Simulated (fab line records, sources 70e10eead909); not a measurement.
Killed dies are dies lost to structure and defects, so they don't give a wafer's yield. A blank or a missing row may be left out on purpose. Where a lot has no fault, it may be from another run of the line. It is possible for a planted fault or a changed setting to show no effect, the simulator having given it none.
fab line records | flow nand_harc
[record] lots = 6 wafers = 18 last_day = 24
route steps=1159 shown THIN_TSV@1113 END@1159
lots that met no fault: taken from a fault-free run of the same line
start_h: the number of hours between the record's first day and the start of the first shown wafer of the lot | wait_h: hours elapsed since this lot's preceding step | " as in the row above | L1.1+2: a row that stands for several wafers | - no value present, or no start provided | * or withheld: withheld | < > ~ a bound
route shown NAME@n: NAME is a module with steps in the file, n the number in the route of the first one | usual: the fault-free wafers' mean and standard deviation | same: alike in all rows | chamber/n: place in a boat | sites: per-site readings | _std_site: their standard deviation | _edge_site: mean of outer sites minus mean of inner sites | radius_mm: how far each site lies from the wafer's centre | mask NAME#n: copy n | behind: the most recent tool/chamber to have shaped the wafer | hold: reason for holding the lot/hours on hold/outcome of the hold | device: the n, p or np transistor that did not switch | end of line: the same wafers' tests at the end of the route | where a step has no rows: the recipe by itself | killed: dies that structure and defects cost at the first sort, which is not the same as the wafer's yield | map: per-die view of a wafer (x killed, . not killed, _ where there is no die)
set.NAME: the setting the step ran with; set.NAME@STEP: the setting that earlier step ran with | model.NAME: the simulator's own value behind a step, which no gauge read
lots seen at some steps along the route; tables by step, rows by wafer
services: from which hour (start_h, from the record's first day; less than 0 if before it) a tool's chamber was out of use, for how many hours, and why
[[steps]]
[step NHARC_THIN_TSV_EXPOSE_09]
[recipe] na = 0.55 dose_mj = 30.7 mask_id = TSV
[step NHARC_THIN_TSV_PEB_10]
[recipe] peb_temp_c = 118 peb_time_s = 85
[step NHARC_THIN_TSV_DEVELOP_11]
[recipe] time_s = 70
[step NHARC_THIN_TSV_CD_MEAS_12]
[recipe] target_cd_nm = 1000 landing_energy_ev = 500
[usual] cd_nm = 1000.5/1.6
// columns lot.wafer tool chamber start_h wait_h cd_nm
L851.2 cd_sem-02 0 429.56 - 999.1
L851.4 " 0 " " 1001.6
L851.5 " 0 " " 999.9
L855.1 cd_sem-03 0 434.35 - 1001.7
L855.2 " 0 " " 999.6
L855.6 " 0 " " 1000.1
L859.2 cd_sem-03 0 477.26 - 1003.3
L859.5 " 0 " " 999.5
L859.6 " 0 " " 999.9
L863.1 cd_sem-03 0 504.12 - 1001.8
L863.2 " 0 " " 1003.7
L863.3 " 0 " " 1002.9
L868.1 cd_sem-03 0 534.22 - 1000.3
L868.2 " 0 " " 1000.2
L868.6 " 0 " " 1001.3
L870.4 cd_sem-02 0 552.33 - 999.3
L870.5 " 0 " " 998.9
L870.6 " 0 " " 1000.5
[step NHARC_THIN_TSV_HARDBAKE_13]
[recipe] temp_c = 125 time_s = 80
[step NHARC_THIN_TSV_DESCUM_14]
[recipe] time_s = 3 o2_flow_sccm = 200 ar_flow_sccm = 0 bias_power_w = 0 chemistry = O2
[step NHARC_THIN_TSV_ETCH_44]
[recipe] target_depth_a = 15942 time_s = 797.1 cf4_flow_sccm = 150 o2_flow_sccm = 10 ar_flow_sccm = 0 rf_w = 300 bias_w = 800 chemistry = CF4/O2
[usual] drypump_motor_current_A = 5.9/0.41 oes_product_au = 1.000/0.0099 rf_vpp_V = 795/4.5 showerhead_plenum_p_Torr = 1.85/0.07 throttle_valve_pct = 16.915/0.0098
// columns lot.wafer tool chamber start_h wait_h drypump_motor_current_A oes_product_au rf_hours_counter_h rf_vpp_V showerhead_plenum_p_Torr throttle_valve_pct
L851.2 rie_diel-02 0 429.86 0.1 5.7 1.003 11 802 1.95 16.918
L851.4 " 1 " " 6.1 0.997 11 800 1.95 16.922
L851.5 " 3 " " 6.1 0.996 - 797 1.86 16.921
L855.2 rie_diel-01 2 434.62 0.1 5.2 0.988 9 788 1.71 16.905
L855.1 " 1 " " 6.6 1.003 9 796 1.85 16.909
L855.6 " 1 " " 6.6 1.019 - 796 1.85 16.893
L859.2 rie_diel-13 0 477.69 0.2 5.5 1.016 1 794 1.83 16.932
L859.5 " 1 " " 5.6 0.993 - 794 1.82 16.913
L859.6 " 2 " " 5.8 1.008 - 800 1.92 16.910
L863.1 rie_diel-02 2 504.36 0.1 5.9 0.981 17 792 1.78 16.915
L863.2 " 3 " " 6.1 0.982 17 797 1.86 16.918
L863.3 " 1 " " 6.1 0.979 19 802 1.95 16.911
L868.1 rie_diel-01 0 534.46 0.1 5.9 1.006 4 791 1.78 16.902
L868.2 " 2 " " 5.1 1.007 4 786 1.71 16.908
L868.6 " 1 " " 6.6 1.008 - 796 1.84 16.918
L870.4 rie_diel-13 3 552.68 0.2 6.6 1.001 6 793 1.82 16.908
L870.6 " 1 " " 5.6 0.995 - 793 1.82 16.915
L870.5 " 2 " " 5.8 1.009 - 800 1.92 16.929
[step NHARC_THIN_TSV_ETCH_15]
[recipe] target_depth_a = 30000 bosch_target_overetch_cycles = 2 bosch_etch_step_s = 2.8 bosch_dep_step_s = 1.2 bosch_cycles = 14
[usual] drypump_motor_current_A = 5.6/0.42
// columns lot.wafer tool chamber start_h wait_h drypump_motor_current_A rf_hours_counter_h
L851.2 rie_si-02 2 430.39 - 5.5 0.5
L851.4 " 3 " " 5.2 0.4
L851.5 " 1 " " 6.7 -
L855.1 rie_si-02 2 435.31 - 5.5 0.5
L855.2 " 0 " " 5.6 0.4
L855.6 " 2 " " 5.5 -
L859.2 rie_si-04 0 478.09 - 5.4 0.2
L859.6 " 0 " " 5.4 -
L859.5 " 1 " " 5.9 -
L863.3 rie_si-02 1 504.94 - 6.7 1.1
L863.2 " 3 " " 5.2 1.0
L863.1 " 0 " " 5.6 1.0
L868.2 rie_si-05 0 535.04 - 5.8 1.1
L868.1 " 2 " " 5.8 1.1
L868.6 " 1 " " 5.4 -
L870.6 rie_si-04 3 553.19 - 5.8 -
L870.4 " 0 " " 5.4 -
L870.5 " 2 " " 5.2 -
[step NHARC_THIN_TSV_CD_MEAS_16]
[usual] cd_nm = 1000.5/1.6
// columns lot.wafer tool chamber start_h wait_h cd_nm
L851.2 cd_sem-03 - 430.52 0.1 998.9
L851.4 " - " " 1000.7
L851.5 " - " " 1000.4
L855.1 cd_sem-02 - 435.45 0.1 1001.7
L855.2 " - " " 999.8
L855.6 " - " " 1000.0
L859.2 cd_sem-02 - 478.23 0.1 1003.7
L859.5 " - " " 999.8
L859.6 " - " " 1000.4
L863.1 cd_sem-03 - 505.08 0.1 1002.2
L863.2 " - " " 1004.1
L863.3 " - " " 1002.2
L868.1 cd_sem-02 - 535.18 0.1 1000.2
L868.2 " - " " 1001.3
L868.6 " - " " 1001.6
L870.4 cd_sem-03 - 553.32 0.1 999.2
L870.5 " - " " 999.4
L870.6 " - " " 999.1
[step NHARC_THIN_TSV_STRIP_45]
[recipe] power_w = 1500 temp_c = 250 chemistry = O2
[usual] drypump_motor_current_A = 5.73/0.098 heater_power_w = 341/19
// columns lot.wafer tool chamber start_h wait_h drypump_motor_current_A heater_power_w rf_hours_counter_h
L851.2 plasma_asher-02 1 431.17 0.6 5.77 366 21
L851.4 " 1 " " 5.78 350 -
L851.5 " 1 " " 5.76 370 -
L855.2 plasma_asher-02 1 436.04 0.6 5.77 360 25
L855.1 " 0 " " 5.71 335 25
L855.6 " 0 " " 5.70 328 -
L859.2 plasma_asher-01 1 478.35 0.1 5.88 321 4
L859.5 " 0 " " 5.42 300 -
L859.6 " 1 " " 5.89 324 -
L863.1 plasma_asher-02 0 506.23 1.1 5.71 327 59
L863.2 " 1 " " 5.70 359 59
L863.3 " 1 " " 5.73 367 -
L868.1 plasma_asher-02 0 535.26 0.1 5.70 328 75
L868.2 " 1 " " 5.77 363 75
L868.6 " 1 " " 5.76 356 -
L870.4 plasma_asher-02 1 553.62 0.3 5.75 351 -
L870.6 " 0 " " 5.71 334 -
L870.5 " 1 " " 5.74 366 -
[step NHARC_THIN_TSV_STRIP_46]
[recipe] time_s = 1200 temp_c = 72.5 chemistry = post_etch_residue_remover
[step NHARC_THIN_TSV_DEP_47]
[recipe] target_thk_a = 2000 temp_c = withheld pressure_torr = 6.5 rf_w = 900 teos_flow_sccm = 161.4 flow_sccm = 2650 target_thk_nm = 200 gas = O2 material = SiO2
[usual] chamber_pressure_Torr = 6.500/0.015 throttle_valve_pct = 16.1/0.44
// columns lot.wafer tool chamber start_h wait_h chamber_pressure_Torr throttle_valve_pct
L851.2 pecvd-02 2 432.06 - 6.492 16.5
L851.4 " 2 " " 6.490 16.4
L851.5 " 0 " " 6.502 16.0
L855.2 pecvd-02 0 436.89 - 6.509 15.7
L855.1 " 1 " " 6.496 16.9
L855.6 " 2 " " 6.527 16.7
L859.2 pecvd-02 1 479.10 - 6.490 16.7
L859.5 " 1 " " 6.500 16.6
L859.6 " 0 " " 6.526 16.2
L863.3 pecvd-01 2 507.03 - 6.480 15.6
L863.1 " 0 " " 6.491 16.0
L863.2 " 1 " " 6.511 16.3
L868.1 pecvd-01 2 536.06 - 6.531 15.9
L868.2 " 0 " " 6.495 16.2
L868.6 " 2 " " 6.502 15.6
L870.6 pecvd-01 0 554.42 - 6.505 16.3
L870.5 " 1 " " 6.478 16.1
L870.4 " 2 " " 6.496 15.9
[step NHARC_THIN_TSV_ETCHBACK_48]
[recipe] target_depth_a = 10285 over_etch_frac = 0.3 time_s = 405.17 ion_energy_ev = 250 c4f8_flow_sccm = withheld ar_flow_sccm = withheld rf_w = 600 bias_w = 300 chemistry = C4F8/Ar
[usual] oes_product_au = 0.96/0.037 rf_fwd_power_W = 598.6/1.7 rf_vpp_V = 547/3.1
// columns lot.wafer tool chamber start_h wait_h oes_product_au rf_fwd_power_W rf_hours_counter_h rf_vpp_V
L851.2 rie_diel-01 1 432.52 - 0.94 597.5 9 549
L851.4 " 2 " " 0.92 599.5 - 542
L851.5 " 0 " " 0.92 598.5 - 544
L855.2 rie_diel-02 0 437.27 - 0.95 598.3 12 552
L855.1 " 2 " " 0.95 596.1 11 544
L855.6 " 0 " " 0.96 597.1 - 552
L859.2 rie_diel-13 0 479.50 - 0.99 596.7 1 547
L859.6 " 0 " " 0.99 597.0 - 546
L859.5 " 1 " " 0.95 599.5 - 546
L863.2 rie_diel-01 1 507.43 - 1.00 599.9 1 548
L863.3 " 2 " " 0.99 598.3 1 541
L863.1 " 0 " " 1.01 597.4 1 545
L868.1 rie_diel-13 2 536.46 - 1.15 842.8 6 551
L868.2 " 0 " " 1.14 839.3 5 547
L868.6 " 2 " " 1.15 841.1 - 551
L870.4 rie_diel-13 0 554.68 - 1.20 839.0 7 547
L870.6 " 0 " " 1.20 836.6 - 547
L870.5 " 1 " " 1.20 838.4 - 548
[step NHARC_THIN_TSV_STRIP_62]
[recipe] power_w = 1500 temp_c = 250 time_s = 20 chemistry = N2/H2
[usual] drypump_motor_current_A = 5.72/0.12 heater_power_w = 339/20
// columns lot.wafer tool chamber start_h wait_h drypump_motor_current_A heater_power_w rf_hours_counter_h
L851.2 plasma_asher-02 1 432.85 - 5.77 351 22
L851.4 " 0 " " 5.70 319 -
L851.5 " 1 " " 5.74 365 -
L855.1 plasma_asher-02 1 437.63 - 5.75 358 27
L855.2 " 0 " " 5.71 321 27
L855.6 " 1 " " 5.71 362 -
L859.2 plasma_asher-02 0 479.88 - 5.72 332 44
L859.6 " 1 " " 5.73 364 -
L859.5 " 0 " " 5.72 323 -
L863.2 plasma_asher-02 0 508.94 - 5.70 333 61
L863.1 " 1 " " 5.75 355 61
L863.3 " 1 " " 5.78 357 -
L868.2 plasma_asher-02 1 536.81 - 5.75 362 76
L868.1 " 0 " " 5.72 338 76
L868.6 " 1 " " 5.76 367 -
L870.4 plasma_asher-02 1 555.10 - 5.74 362 -
L870.5 " 0 " " 5.72 346 -
L870.6 " 1 " " 5.75 360 -
[step NHARC_END_SORT_01]
[recipe] temp_c = 25
[usual] defect_limited_yield = 95.2/1.6 killed_at_array = 29/11 killed_at_other = 0.6/0.75 killed_at_periphery = 3.1/2.1 killed_dies = 32/11 killed_open = 3.0/1.8 killed_short = 1.8/1.3 sort_bin_2_pct = 1.5/0.7 sort_bin_3_pct = 0.26/0.22 sort_bin_4_pct = 3.0/1 sort_n_pass = 645/11 sort_rim_yield_pct = 94.9/3 sort_yield_pct = 95.2/1.6
[same] gross_dies = 677 sort_bin_5_pct[%] = 0 sort_bin_6_pct[%] = 0 sort_bin_7_pct[%] = 0 sort_bin_8_pct[%] = 0 sort_rim_n_gross = 106.00
// columns lot.wafer tool chamber start_h wait_h defect_limited_yield[%] killed_at_array killed_at_other killed_at_periphery killed_dies killed_open killed_short sort_bin_2_pct[%] sort_bin_3_pct[%] sort_bin_4_pct[%] sort_n_pass sort_rim_yield_pct[%] sort_yield_pct[%]
L851.2 prober-02 0 451.88 2.8 96.5 21 0 3 24 2 3 1.0 0 2.5 653 95.3 96.5
L851.4 prober-02 0 453.49 3.4 96.0 26 1 0 27 4 4 0.9 0.30 2.8 650 95.3 96.0
L851.5 prober-02 0 454.29 3.7 96.0 27 0 0 27 2 4 1.2 0 2.8 650 95.3 96.0
L855.1 prober-01 0 458.94 2.5 95.6 25 0 5 30 2 2 2.1 0 2.4 647 100.0 95.6
L855.2 prober-01 0 459.74 2.8 96.8 19 0 3 22 2 1 1.0 0.15 2.1 655 95.3 96.8
L855.6 prober-01 0 462.93 4.0 96.9 19 0 2 21 2 0 0.9 0.15 2.1 656 95.3 96.9
L859.2 prober-01 0 490.58 2.8 92.9 40 1 7 48 6 5 2.4 0.15 4.6 629 90.6 92.9
L859.5 prober-01 0 492.95 3.7 95.0 32 1 1 34 0 0 1.2 0.44 3.4 643 96.2 95.0
L859.6 prober-01 0 493.74 3.9 95.0 32 0 2 34 0 1 1.8 0.59 2.7 643 93.4 95.0
L863.1 prober-01 0 522.63 2.5 96.5 20 0 4 24 3 2 0.4 0.30 2.8 653 96.2 96.5
L863.2 prober-01 0 523.43 2.8 95.9 20 1 7 28 3 1 0.9 0.15 3.1 649 94.3 95.9
L863.3 prober-01 0 524.23 3.1 95.6 26 0 4 30 4 1 1.6 0.30 2.5 647 96.2 95.6
L868.1 prober-01 0 547.82 2.5 96.9 20 0 1 21 1 1 0.7 0.30 2.1 656 98.1 96.9
L868.2 prober-01 0 548.61 2.8 97.5 14 1 2 17 2 2 0.7 0.15 1.6 660 97.2 97.5
L868.6 prober-01 0 551.76 3.9 97.5 16 0 1 17 2 1 1.0 0.15 1.3 660 99.1 97.5
L870.4 prober-02 0 569.43 3.4 90.7 56 0 7 63 1 2 2.8 1.03 5.5 614 83.0 90.7
L870.5 prober-02 0 570.23 3.7 91.1 51 1 8 60 0 3 3.0 0.89 5.0 617 93.4 91.1
L870.6 prober-02 0 571.03 4.0 94.4 37 0 1 38 5 2 1.5 0.30 3.8 639 90.6 94.4
// killed by level:class
L851.2 A_CHANNEL_HOLE_D1:chamber_film_flake=11 A_SLIT:chamber_film_flake=4 P_STI:chamber_film_flake=2 P_CONTACT:geometric_particle:open=1 A_SGD_CUT:geometric_particle:short=1 A_WL_FILL:geometric_particle:short=1 A_CONTACT:geometric_particle:short=1 A_BLC:geometric_particle:open=1
L851.4 A_CHANNEL_HOLE_D1:chamber_film_flake=10 A_SLIT:chamber_film_flake=5 A_CHANNEL_HOLE_D1:geometric_particle:open=2 A_CONTACT:chamber_film_flake=2 A_CHANNEL_FILL_D1:geometric_particle:short=1 A_SGD_CUT:geometric_particle:open=1 A_SGD_CUT:geometric_particle:short=1 A_CONTACT:geometric_particle:short=1
L851.5 A_CHANNEL_HOLE_D1:chamber_film_flake=13 A_ZERO_WELL:chamber_film_flake=3 A_SLIT:chamber_film_flake=3 A_ONON_D1:geometric_particle:open=1 A_CHANNEL_HOLE_D1:geometric_particle:short=1 A_CHANNEL_FILL_D1:geometric_particle:open=1 A_CHANNEL_FILL_D1:geometric_particle:short=1 A_WL_FILL:geometric_particle:short=1
L855.1 A_SLIT:chamber_film_flake=13 A_CHANNEL_HOLE_D1:chamber_film_flake=6 A_CHANNEL_FILL_D1:geometric_particle:short=2 P_ZERO_WELL:chamber_film_flake=2 A_WL_FILL:chamber_film_flake=2 P_CONTACT:geometric_particle:open=1 P_M2:geometric_particle:open=1 P_GATE:chamber_film_flake=1
L855.2 A_SLIT:chamber_film_flake=6 A_CONTACT:chamber_film_flake=4 A_CHANNEL_HOLE_D1:chamber_film_flake=3 P_GATE:chamber_film_flake=2 A_M1:chamber_film_flake=2 A_CHANNEL_HOLE_D1:geometric_particle:short=1 P_CONTACT:geometric_particle:open=1 A_CHANNEL_HOLE_D1:geometric_particle:open=1
L855.6 A_SLIT:chamber_film_flake=11 A_CONTACT:chamber_film_flake=3 A_CHANNEL_HOLE_D1:chamber_film_flake=2 A_M1:chamber_film_flake=2 P_M1:geometric_particle:open=1 A_CONTACT:geometric_particle:open=1 P_STI:chamber_film_flake=1
L859.2 A_CHANNEL_HOLE_D1:chamber_film_flake=11 A_SLIT:chamber_film_flake=10 A_CONTACT:chamber_film_flake=7 P_GATE:chamber_film_flake=3 P_M0:geometric_particle:open=2 A_M0:geometric_particle:short=2 A_CHANNEL_FILL_D1:chamber_film_flake=2 P_M0:geometric_particle:short=1
L859.5 A_CHANNEL_HOLE_D1:chamber_film_flake=13 A_SLIT:chamber_film_flake=13 A_CHANNEL_FILL_D1:chamber_film_flake=3 P_GATE:chamber_film_flake=1 A_STAIRCASE:chamber_film_flake=1 A_WL_FILL:chamber_film_flake=1 A_CONTACT:chamber_film_flake=1 THIN_TSV:chamber_film_flake=1
L859.6 A_CHANNEL_HOLE_D1:chamber_film_flake=11 A_SLIT:chamber_film_flake=11 A_CHANNEL_FILL_D1:chamber_film_flake=3 A_WL_FILL:chamber_film_flake=3 A_CONTACT:chamber_film_flake=3 P_CONTACT:geometric_particle:short=1 P_GATE:chamber_film_flake=1 A_ZERO_WELL:chamber_film_flake=1
L863.1 A_CHANNEL_HOLE_D1:chamber_film_flake=7 P_BONDPAD:chamber_film_flake=4 A_CONTACT:chamber_film_flake=3 A_CONTACT:geometric_particle:open=2 A_ZERO_WELL:chamber_film_flake=2 A_STAIRCASE:chamber_film_flake=2 A_SOURCE_PLATE:geometric_particle:short=1 A_ONON_D1:geometric_particle:open=1
L863.2 A_CHANNEL_HOLE_D1:chamber_film_flake=12 P_GATE:chamber_film_flake=3 P_BONDPAD:chamber_film_flake=2 A_ZERO_WELL:chamber_film_flake=2 P_CONTACT:geometric_particle:open=1 P_M0:geometric_particle:open=1 A_SOURCE_PLATE:geometric_particle:short=1 A_CONTACT:geometric_particle:open=1
L863.3 A_CHANNEL_HOLE_D1:chamber_film_flake=16 P_BONDPAD:chamber_film_flake=3 A_STAIRCASE:chamber_film_flake=2 A_CONTACT:chamber_film_flake=2 A_SOURCE_PLATE:geometric_particle:open=1 A_CHANNEL_HOLE_D1:geometric_particle:open=1 A_WL_FILL:geometric_particle:open=1 A_CONTACT:geometric_particle:open=1
L868.1 A_CHANNEL_HOLE_D1:chamber_film_flake=9 A_STAIRCASE:chamber_film_flake=4 A_CONTACT:chamber_film_flake=4 A_ZERO_WELL:chamber_film_flake=2 P_CONTACT:geometric_particle:open=1 A_WL_FILL:geometric_particle:short=1
L868.2 A_CHANNEL_HOLE_D1:chamber_film_flake=5 A_STAIRCASE:chamber_film_flake=3 A_CONTACT:chamber_film_flake=3 P_CONTACT:geometric_particle:short=1 A_CHANNEL_FILL_D1:geometric_particle:short=1 A_CHANNEL_FILL_D1:geometric_particle:open=1 A_WL_FILL:geometric_particle:open=1 P_M0:chamber_film_flake=1
L868.6 A_CHANNEL_HOLE_D1:chamber_film_flake=6 A_STAIRCASE:chamber_film_flake=5 A_CONTACT:chamber_film_flake=2 A_CHANNEL_FILL_D1:geometric_particle:short=1 A_CONTACT:geometric_particle:open=1 A_M1:geometric_particle:open=1 P_GATE:chamber_film_flake=1
L870.4 A_CHANNEL_HOLE_D1:chamber_film_flake=25 A_SLIT:chamber_film_flake=18 P_M1:chamber_film_flake=6 A_WL_FILL:chamber_film_flake=3 A_STAIRCASE:chamber_film_flake=3 A_CONTACT:chamber_film_flake=3 A_SOURCE_PLATE:geometric_particle:short=1 A_CONTACT:geometric_particle:open=1
L870.5 A_SLIT:chamber_film_flake=24 A_CHANNEL_HOLE_D1:chamber_film_flake=19 P_M1:chamber_film_flake=7 A_WL_FILL:chamber_film_flake=3 A_STAIRCASE:chamber_film_flake=3 P_GATE:geometric_particle:short=1 A_SGD_CUT:geometric_particle:short=1 STARTING-WAFER:geometric_particle:short=1
L870.6 A_SLIT:chamber_film_flake=13 A_CHANNEL_HOLE_D1:chamber_film_flake=12 A_STAIRCASE:chamber_film_flake=3 A_WL_FILL:geometric_particle:open=2 A_ONON_D1:geometric_particle:short=1 A_WL_FILL:geometric_particle:short=1 A_CONTACT:geometric_particle:open=1 A_BLC:geometric_particle:open=1
[[services]]
// columns tool chamber start_h hours kind
rie_diel-13 0 407.54 - clean
rie_diel-13 1 407.54 - clean
rie_si-05 - 416.00 9.0 pm
pecvd-01 - 417.58 1.8 repair
plasma_asher-01 - 453.00 9.0 pm
rie_diel-13 - 453.00 9.0 pm
rie_si-04 - 453.00 9.0 pm
rie_si-02 - 465.87 1.8 repair
rie_diel-01 0 467.98 6.1 repair
plasma_asher-01 - 489.63 46.2 repair
rie_diel-01 - 492.14 9.0 pm
rie_diel-02 - 504.71 9.0 pm
pecvd-02 - 515.44 13.0 pm
rie_diel-02 2 529.16 1.6 repair
rie_si-02 - 530.90 1.1 repair
rie_diel-01 3 536.20 11.1 repair
rie_diel-01 2 536.38 3.5 repair
plasma_asher-02 - 537.29 9.0 pm
plasma_asher-02 0 537.29 9.0 vent_cycle
plasma_asher-02 1 537.29 9.0 vent_cycle
rie_si-02 1 539.30 8.7 repair
plasma_asher-02 0 546.29 - clean
plasma_asher-02 1 546.29 - clean
rie_si-04 1 546.62 10.3 repair
[[key]]
[first_sign] step = NHARC_THIN_TSV_ETCHBACK_48 reading = rf_fwd_power_W direction = up sigmas = 99+ usual = * struck = *
[effect] step = NHARC_THIN_TSV_ETCHBACK_48 reading = oes_product_au direction = up sigmas = 5.9 usual = 0.96 struck = 1.17
met_at NHARC_THIN_TSV_ETCHBACK_48
struck_wafers L868.1,L868.2,L868.6,L870.4,L870.5,L870.6
onset_between 479.50 536.46
[fault] kind = process_parameter_drift tool = rie_diel-13 chamber = - onset_h = 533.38 steps = NHARC_THIN_TSV_ETCHBACK_48 channel = rf_w offset = * shape = step end_h = 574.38 acts_in = * stated = *
